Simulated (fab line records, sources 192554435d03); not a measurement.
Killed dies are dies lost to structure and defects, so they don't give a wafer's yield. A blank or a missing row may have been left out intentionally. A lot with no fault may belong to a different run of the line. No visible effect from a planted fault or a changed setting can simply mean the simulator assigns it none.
Split-lot trial / flow n5 finfet / 39 wafers read across 7 lots, on a route 1938 steps long

== SPLIT DETAILS ==
At N5_DUMMY_GATE_ETCH_31 (etches SiO2 in C4F6/O2, target depth 82.5 nm, time 27.5 s), the setting target depth a was moved away from the recipe's 825 angstrom on 12 of the 39 wafers read, by -12.4% to +10.8%. This setting was run at the recipe's value on the other wafers.

The reading comes from the split's own step.

== THE READING ==
SOC_of_DUMMY_GATE_COAT_34.thk nm (the simulator's own value, which no gauge read), in nm, at N5_DUMMY_GATE_ETCH_31 (etches SiO2 in C4F6/O2, target depth 82.5 nm, time 27.5 s). The file gives no usual value for it. Across the 27 wafers here that went through the recipe, the average is 51.7 nm and the standard deviation 0.2 nm.

wafer=L078.1; tool, chamber at the split=rie diel-02, 1; target depth a as run, angstrom=825; against the recipe=recipe; SOC_of_DUMMY_GATE_COAT_34.thk nm, nm=51.4; against lot-mates on the recipe=-
wafer=L078.2; tool, chamber at the split=rie diel-02, 2; target depth a as run, angstrom=825; against the recipe=recipe; SOC_of_DUMMY_GATE_COAT_34.thk nm, nm=51.8; against lot-mates on the recipe=-
wafer=L078.5; tool, chamber at the split=rie diel-02, 3; target depth a as run, angstrom=825; against the recipe=recipe; SOC_of_DUMMY_GATE_COAT_34.thk nm, nm=51.6; against lot-mates on the recipe=-
wafer=L081.1; tool, chamber at the split=rie diel-01, 2; target depth a as run, angstrom=825; against the recipe=recipe; SOC_of_DUMMY_GATE_COAT_34.thk nm, nm=51.4; against lot-mates on the recipe=-
wafer=L081.2; tool, chamber at the split=rie diel-01, 1; target depth a as run, angstrom=825; against the recipe=recipe; SOC_of_DUMMY_GATE_COAT_34.thk nm, nm=52; against lot-mates on the recipe=-
wafer=L081.3; tool, chamber at the split=rie diel-01, 3; target depth a as run, angstrom=722.5; against the recipe=-12.4%; SOC_of_DUMMY_GATE_COAT_34.thk nm, nm=53; against lot-mates on the recipe=+1.2
wafer=L081.4; tool, chamber at the split=rie diel-01, 0; target depth a as run, angstrom=722.5; against the recipe=-12.4%; SOC_of_DUMMY_GATE_COAT_34.thk nm, nm=53; against lot-mates on the recipe=+1.2
wafer=L081.5; tool, chamber at the split=rie diel-01, 3; target depth a as run, angstrom=722.5; against the recipe=-12.4%; SOC_of_DUMMY_GATE_COAT_34.thk nm, nm=53; against lot-mates on the recipe=+1.2
wafer=L081.6; tool, chamber at the split=rie diel-01, 0; target depth a as run, angstrom=825; against the recipe=recipe; SOC_of_DUMMY_GATE_COAT_34.thk nm, nm=52; against lot-mates on the recipe=-
wafer=L082.1; tool, chamber at the split=rie diel-02, 3; target depth a as run, angstrom=825; against the recipe=recipe; SOC_of_DUMMY_GATE_COAT_34.thk nm, nm=51.6; against lot-mates on the recipe=-
wafer=L082.2; tool, chamber at the split=rie diel-02, 0; target depth a as run, angstrom=825; against the recipe=recipe; SOC_of_DUMMY_GATE_COAT_34.thk nm, nm=51.8; against lot-mates on the recipe=-
wafer=L082.3; tool, chamber at the split=rie diel-02, 2; target depth a as run, angstrom=825; against the recipe=recipe; SOC_of_DUMMY_GATE_COAT_34.thk nm, nm=52; against lot-mates on the recipe=-
wafer=L082.4; tool, chamber at the split=rie diel-02, 1; target depth a as run, angstrom=825; against the recipe=recipe; SOC_of_DUMMY_GATE_COAT_34.thk nm, nm=51.6; against lot-mates on the recipe=-
wafer=L082.5; tool, chamber at the split=rie diel-02, 2; target depth a as run, angstrom=825; against the recipe=recipe; SOC_of_DUMMY_GATE_COAT_34.thk nm, nm=52; against lot-mates on the recipe=-
wafer=L082.6; tool, chamber at the split=rie diel-02, 3; target depth a as run, angstrom=825; against the recipe=recipe; SOC_of_DUMMY_GATE_COAT_34.thk nm, nm=51.6; against lot-mates on the recipe=-
wafer=L083.1; tool, chamber at the split=rie diel-01, 0; target depth a as run, angstrom=773.1; against the recipe=-6.3%; SOC_of_DUMMY_GATE_COAT_34.thk nm, nm=52.4; against lot-mates on the recipe=+0.8
wafer=L083.2; tool, chamber at the split=rie diel-01, 2; target depth a as run, angstrom=773.1; against the recipe=-6.3%; SOC_of_DUMMY_GATE_COAT_34.thk nm, nm=51.8; against lot-mates on the recipe=+0.2
wafer=L083.3; tool, chamber at the split=rie diel-01, 1; target depth a as run, angstrom=773.1; against the recipe=-6.3%; SOC_of_DUMMY_GATE_COAT_34.thk nm, nm=52.4; against lot-mates on the recipe=+0.8
wafer=L083.4; tool, chamber at the split=rie diel-01, 3; target depth a as run, angstrom=825; against the recipe=recipe; SOC_of_DUMMY_GATE_COAT_34.thk nm, nm=51.8; against lot-mates on the recipe=-
wafer=L083.5; tool, chamber at the split=rie diel-01, 1; target depth a as run, angstrom=825; against the recipe=recipe; SOC_of_DUMMY_GATE_COAT_34.thk nm, nm=51.8; against lot-mates on the recipe=-
wafer=L083.6; tool, chamber at the split=rie diel-01, 2; target depth a as run, angstrom=825; against the recipe=recipe; SOC_of_DUMMY_GATE_COAT_34.thk nm, nm=51.2; against lot-mates on the recipe=-
wafer=L087.1; tool, chamber at the split=rie diel-01, 2; target depth a as run, angstrom=914.3; against the recipe=+10.8%; SOC_of_DUMMY_GATE_COAT_34.thk nm, nm=50.2; against lot-mates on the recipe=-1.5
wafer=L087.2; tool, chamber at the split=rie diel-01, 0; target depth a as run, angstrom=825; against the recipe=recipe; SOC_of_DUMMY_GATE_COAT_34.thk nm, nm=51.8; against lot-mates on the recipe=-
wafer=L087.3; tool, chamber at the split=rie diel-01, 1; target depth a as run, angstrom=825; against the recipe=recipe; SOC_of_DUMMY_GATE_COAT_34.thk nm, nm=51.6; against lot-mates on the recipe=-
wafer=L087.4; tool, chamber at the split=rie diel-01, 3; target depth a as run, angstrom=914.3; against the recipe=+10.8%; SOC_of_DUMMY_GATE_COAT_34.thk nm, nm=50.8; against lot-mates on the recipe=-0.9
wafer=L087.5; tool, chamber at the split=rie diel-01, 0; target depth a as run, angstrom=825; against the recipe=recipe; SOC_of_DUMMY_GATE_COAT_34.thk nm, nm=51.6; against lot-mates on the recipe=-
wafer=L087.6; tool, chamber at the split=rie diel-01, 3; target depth a as run, angstrom=914.3; against the recipe=+10.8%; SOC_of_DUMMY_GATE_COAT_34.thk nm, nm=50.8; against lot-mates on the recipe=-0.9
wafer=L089.1; tool, chamber at the split=rie diel-01, 3; target depth a as run, angstrom=825; against the recipe=recipe; SOC_of_DUMMY_GATE_COAT_34.thk nm, nm=51.8; against lot-mates on the recipe=-
wafer=L089.2; tool, chamber at the split=rie diel-01, 2; target depth a as run, angstrom=868.7; against the recipe=+5.3%; SOC_of_DUMMY_GATE_COAT_34.thk nm, nm=51; against lot-mates on the recipe=-0.8
wafer=L089.3; tool, chamber at the split=rie diel-01, 0; target depth a as run, angstrom=825; against the recipe=recipe; SOC_of_DUMMY_GATE_COAT_34.thk nm, nm=51.8; against lot-mates on the recipe=-
wafer=L089.4; tool, chamber at the split=rie diel-01, 1; target depth a as run, angstrom=825; against the recipe=recipe; SOC_of_DUMMY_GATE_COAT_34.thk nm, nm=51.8; against lot-mates on the recipe=-
wafer=L089.5; tool, chamber at the split=rie diel-01, 3; target depth a as run, angstrom=868.7; against the recipe=+5.3%; SOC_of_DUMMY_GATE_COAT_34.thk nm, nm=51.4; against lot-mates on the recipe=-0.4
wafer=L089.6; tool, chamber at the split=rie diel-01, 0; target depth a as run, angstrom=868.7; against the recipe=+5.3%; SOC_of_DUMMY_GATE_COAT_34.thk nm, nm=51.4; against lot-mates on the recipe=-0.4
wafer=L092.1; tool, chamber at the split=rie diel-02, 2; target depth a as run, angstrom=825; against the recipe=recipe; SOC_of_DUMMY_GATE_COAT_34.thk nm, nm=52; against lot-mates on the recipe=-
wafer=L092.2; tool, chamber at the split=rie diel-02, 3; target depth a as run, angstrom=825; against the recipe=recipe; SOC_of_DUMMY_GATE_COAT_34.thk nm, nm=51.8; against lot-mates on the recipe=-
wafer=L092.3; tool, chamber at the split=rie diel-02, 1; target depth a as run, angstrom=825; against the recipe=recipe; SOC_of_DUMMY_GATE_COAT_34.thk nm, nm=51.6; against lot-mates on the recipe=-
wafer=L092.4; tool, chamber at the split=rie diel-02, 0; target depth a as run, angstrom=825; against the recipe=recipe; SOC_of_DUMMY_GATE_COAT_34.thk nm, nm=52; against lot-mates on the recipe=-
wafer=L092.5; tool, chamber at the split=rie diel-02, 2; target depth a as run, angstrom=825; against the recipe=recipe; SOC_of_DUMMY_GATE_COAT_34.thk nm, nm=51.8; against lot-mates on the recipe=-
wafer=L092.6; tool, chamber at the split=rie diel-02, 3; target depth a as run, angstrom=825; against the recipe=recipe; SOC_of_DUMMY_GATE_COAT_34.thk nm, nm=51.8; against lot-mates on the recipe=-

FIT RESULTS
A straight line over all 39 wafers: SOC_of_DUMMY_GATE_COAT_34.thk nm changes by -0.0985 nm for each +1% of target depth a; r = -0.92; the points scatter about the line by 0.22 nm.
The same after taking each lot's own level away (the mean of its wafers on the recipe; 39 wafers): -0.0975 nm for each +1%; r = -0.93; scatter 0.2 nm.
That fit puts the effect of the largest move of target depth a on the reading at 1.2 nm.
From 51.60 to 51.83 nm: that is the span of the lots' own levels, equal to 1.2 times the standard deviation above.
The two slopes are in agreement: the lot-to-lot level therefore moves the slope only a little.
Check: with one of the wafers moved furthest among these (-12.4%) left out of the fit, the line predicts +1.21 nm for it against its lot-mates. Against them it came out at +1.2 nm.

== THE OTHER SPLITS THESE WAFERS WENT THROUGH ==
Note: prior to the reading, these wafers also went through further splits. Each is held against what the fit with the lots' levels taken away leaves over:
other split on the same wafers=N5_PMOS_HMC_CHANNEL_EPI_EPI_20 temp c; wafers away from the commonest value=15; r with SOC_of_DUMMY_GATE_COAT_34.thk nm (lot level and that fit taken away)=+0.20
other split on the same wafers=N5_DUMMY_GATE_EXPOSE_12 dose mj; wafers away from the commonest value=15; r with SOC_of_DUMMY_GATE_COAT_34.thk nm (lot level and that fit taken away)=+0.17
other split on the same wafers=N5_DUMMY_GATE_ETCH_37 source w; wafers away from the commonest value=9; r with SOC_of_DUMMY_GATE_COAT_34.thk nm (lot level and that fit taken away)=+0.05

== THE WHOLE CHAIN: every reading that the file lists as answering this split, in the file's order ==
step=N5_DUMMY_GATE_ETCH_31; what it does=etches SiO2 in C4F6/O2, target depth 82.5 nm, time 27.5 s; reading=etch.depth nm (the simulator's own value, which no gauge read); change (the file's fit)=+0.892 nm for each +1% of the setting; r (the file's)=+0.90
step=N5_DUMMY_GATE_ETCH_31; what it does=etches SiO2 in C4F6/O2, target depth 82.5 nm, time 27.5 s; reading=SOC_of_DUMMY_GATE_COAT_34.thk nm (the simulator's own value, which no gauge read); change (the file's fit)=-0.0975 nm for each +1% of the setting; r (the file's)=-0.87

== FILE'S OWN FIT ==
SOC_of_DUMMY_GATE_COAT_34.thk nm changes by -0.0975 nm for each +1% of target depth a, r = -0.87.
